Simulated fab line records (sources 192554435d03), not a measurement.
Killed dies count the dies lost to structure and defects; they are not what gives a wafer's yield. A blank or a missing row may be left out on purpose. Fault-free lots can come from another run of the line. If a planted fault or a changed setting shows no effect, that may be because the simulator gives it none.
A lot that was struck, set against a sound lot ; flow n5_finfet ; 15 out of 1938 route steps
Sound: these wafers, L766.3, L766.4, L766.5. Struck: wafers L775.4, L775.6. (L775.3 of the same lot was not struck and is left out.) The cause comes at the end.
Order at every step that has rows: each side's tool, ch and its chambers, its first start. Under that, the readings that differ: sound wafers ; struck wafers ; difference of the means ; sigmas: that difference in standard deviations of wafers without a fault.
alike: same words and numbers on both sides, and readings whose means sit less than 2 such deviations apart. not compared: any withheld reading, any reading some wafer has no value for, any bound like >300 that may hide the same value, and any number with overlapping values for which the record gives no deviation.
A row with sigmas, a row that says differs or no value, or rows on one side alone: a step with any of these is where the two part. Non-overlapping numbers with no deviation appear without sigmas and do not part them. A reading missing from all wafers of one side parts the sides only when that side holds two or more wafers.

first, 8 steps without rows for these wafers: N5_BEOL_M10_COAT_63 (time 60 s, resist thk 100 nm); N5_BEOL_M10_COAT_64 (time 60 s, resist thk 30 nm); N5_BEOL_M10_COAT_22 (resist thk 90 nm); N5_BEOL_M10_EBR_24; N5_BEOL_M10_SOFTBAKE_23 (time 60 s); N5_BEOL_M10_EXPOSE_25 (exposes mask V9); N5_BEOL_M10_PEB_26 (peb time 60 s); N5_BEOL_M10_DEVELOP_27 (develop time 30 s).
N5_BEOL_M10_CD_MEAS_28 targets a cd of 70 nm.
  sound on cd_sem-02 ch 0, day 14 03:13; struck on cd_sem-03 ch 0, day 15 15:13
reading;sound;struck;difference;sigmas
cd_nm (nm);69.0 70.0 68.5;71.0 71.1;+1.9;+3
N5_BEOL_M10_OVL_MEAS_29:
  sound on overlay-01 ch 0, day 14 03:14; struck on overlay-01 ch 0, day 15 15:15
  alike: V9_OVL
N5_BEOL_M10_INSPECT_30: inspects for defects (brightfield).
  struck on defect_inspect-02, day 15 15:17; sound on defect_inspect-02, day 14 03:16
  alike: raw_defect_count
N5_BEOL_M10_DESCUM_33: chemistry O2, time 7.9 s.
  sound on rie_diel-02 ch 0,1, day 14 03:32; struck on rie_diel-06 ch 0,1, day 15 15:19
  alike: bias_power_w, chamber_pressure_mTorr, drypump_motor_current_A, oes_product_au, rf_vpp_V, showerhead_plenum_p_Torr, throttle_valve_pct
  not compared: rf_hours_counter_h
N5_BEOL_M10_ETCH_65: etches SiARC in CF4, target depth 39 nm, time 65 s.
  sound on rie_diel-02 ch 0,1, day 14 03:34; struck on rie_diel-06 ch 0,1, day 15 15:21
reading;sound;struck;difference;sigmas
bias_w (W);36.05 36.11 36.05;- -;no value on the struck wafers;
etch_rf_on_time_s (s);63.9 65.1 64.4;123.1 119.7;+56.9;+72
  alike: chamber_pressure_mTorr, drypump_motor_current_A, oes_product_au, rf_vpp_V, showerhead_plenum_p_Torr, throttle_valve_pct
  not compared: rf_hours_counter_h
N5_BEOL_M10_ETCH_66: etches SOC in N2/H2, target depth 120 nm, overetch 24 nm, time 180 s.
  sound on rie_diel-02 ch 0,1, day 14 03:37; struck on rie_diel-06 ch 0,1, day 15 15:24
  alike: bias_w, chamber_pressure_mTorr, drypump_motor_current_A, h2_flow_sccm, oes_product_au, rf_vpp_V, showerhead_plenum_p_Torr, throttle_valve_pct
  not compared: rf_hours_counter_h
-- a jump in the record: the struck wafers' starts before and after are 2 days apart (it breaks off in module BEOL_M10 and resumes in module PASSIVATION, where the first step shown is number 1936 of the route) --
N5_PASSIVATION_PROBE_49:
  struck on prober-02, day 17 20:31; sound on prober-01, day 16 04:52
reading;sound;struck;difference;sigmas
killed_at_M4_up;25 19;10 11;-12;-2
  alike: defect_limited_yield, killed_at_M0_to_M3, killed_at_contacts, killed_at_front_end, killed_at_other, killed_dies, killed_on_rim, killed_open, killed_short, sort_bin_5_function, sort_bin_6_memory, sort_n_pass, sort_yield_pct

== WHERE THEY PART ==
First at N5_BEOL_M10_CD_MEAS_28; last, within this record, at N5_PASSIVATION_PROBE_49.

WHY: what the simulator had put in
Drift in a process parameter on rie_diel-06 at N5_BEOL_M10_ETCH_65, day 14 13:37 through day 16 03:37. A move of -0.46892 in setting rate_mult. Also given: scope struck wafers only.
